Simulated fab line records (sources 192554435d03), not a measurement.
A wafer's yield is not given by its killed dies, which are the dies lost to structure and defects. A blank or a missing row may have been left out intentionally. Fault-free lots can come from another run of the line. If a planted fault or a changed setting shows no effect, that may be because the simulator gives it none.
Split-lot experiment    flow n5Finfet    on a route of 1938 steps: 7 lots, 39 wafers read

THE SPLIT ITSELF
At N5_MOL_CONTACT_COAG_ETCH_106 (etches SOC in N2/H2, target depth 80 nm, overetch 16 nm, time 120 s), the setting sourceW was moved away from the recipe's 840 W on 12 of the 39 wafers read, by -14.5% to +16.0%. This setting was run at the recipe's value on the other wafers.

The reading comes from the split's own step.

THE READING
rfVppV, in V, at N5_MOL_CONTACT_COAG_ETCH_106 (etches SOC in N2/H2, target depth 80 nm, overetch 16 nm, time 120 s). Typical for fault-free wafers on this fab line: 523 V, with standard deviation 3.2 V.

wafer   tool, chamber at the split  sourceW as run, W  against the recipe  rfVppV, V  against lot-mates on the recipe
L076.1  rieDiel-05, 1               840                recipe              520        -
L076.2  rieDiel-05, 0               974.5              +16.0%              496        -26
L076.3  rieDiel-05, 2               840                recipe              521        -
L076.4  rieDiel-05, 3               974.5              +16.0%              501        -21
L076.5  rieDiel-05, 0               974.5              +16.0%              498        -24
L076.6  rieDiel-05, 3               840                recipe              526        -
L081.1  rieDiel-04, 3               840                recipe              519        -
L081.2  rieDiel-04, 0               840                recipe              526        -
L081.3  rieDiel-04, 2               955                +13.7%              499        -23
L081.4  rieDiel-04, 0               955                +13.7%              504        -18
L081.5  rieDiel-04, 2               955                +13.7%              500        -22
L081.6  rieDiel-04, 3               840                recipe              520        -
L082.1  rieDiel-03, 0               718.4              -14.5%              555        +32
L082.2  rieDiel-03, 3               718.4              -14.5%              551        +28
L082.3  rieDiel-03, 2               840                recipe              522        -
L082.4  rieDiel-03, 1               840                recipe              520        -
L082.5  rieDiel-03, 0               840                recipe              528        -
L082.6  rieDiel-03, 3               718.4              -14.5%              551        +28
L087.1  rieDiel-04, 2               840                recipe              519        -
L087.2  rieDiel-04, 0               840                recipe              525        -
L087.3  rieDiel-04, 3               840                recipe              520        -
L087.4  rieDiel-04, 1               840                recipe              522        -
L087.5  rieDiel-04, 0               840                recipe              525        -
L087.6  rieDiel-04, 1               840                recipe              521        -
L091.1  rieDiel-04, 0               840                recipe              526        -
L091.2  rieDiel-04, 1               840                recipe              520        -
L091.3  rieDiel-04, 2               840                recipe              521        -
L091.4  rieDiel-04, 2               840                recipe              520        -
L091.5  rieDiel-04, 1               840                recipe              519        -
L091.6  rieDiel-04, 0               840                recipe              526        -
L094.1  rieDiel-03, 3               840                recipe              522        -
L094.3  rieDiel-03, 1               840                recipe              521        -
L094.5  rieDiel-03, 2               840                recipe              521        -
L095.1  rieDiel-03, 1               840                recipe              521        -
L095.2  rieDiel-03, 2               840                recipe              521        -
L095.3  rieDiel-03, 3               882.7              +5.1%               514        -7
L095.4  rieDiel-03, 0               882.7              +5.1%               520        -1
L095.5  rieDiel-03, 2               840                recipe              521        -
L095.6  rieDiel-03, 1               882.7              +5.1%               512        -9

FIT RESULTS
A straight line over all 39 wafers: rfVppV changes by -1.71 V for each +1% of sourceW; r = -0.97; the points scatter about the line by 3.2 V.
The same after taking each lot's own level away (the mean of its wafers on the recipe; 39 wafers): -1.67 V for each +1%; r = -0.97; scatter 3 V.
The reading moves by 27 V for the largest change in sourceW, on that fit.
The lots' own levels span 521.0 to 523.3 V, that is 0.7 times the standard deviation above.
Consequently the slope shifts little with the lot-to-lot level, the two slopes agreeing.
Check: with one of the wafers moved furthest among these (+16.0%) left out of the fit, the line predicts -25.7 V for it against its lot-mates. It came out at -26.3 V against them.
Tool readings at the split's step, against how far the setting was moved: rfVppV r = -0.97.

FURTHER SPLITS ON THESE WAFERS
Other splits were also applied to these wafers ahead of the reading. Each is held against what the fit with the lots' levels taken away leaves over:
other split on the same wafers  wafers away from the commonest value  r with rfVppV (lot level and that fit taken away)
N5_DUMMY_GATE_EXPOSE_12 doseMj  12                                    -0.13
N5_DUMMY_GATE_ETCH_32 timeS     12                                    +0.30
N5_SD_EPI_N_EPI_21 timeS        15                                    +0.09
N5_SD_EPI_P_ETCH_36 biasW       15                                    +0.11

FILE'S OWN FIT
rfVppV changes by -1.64 V for each +1% of sourceW, r = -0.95.
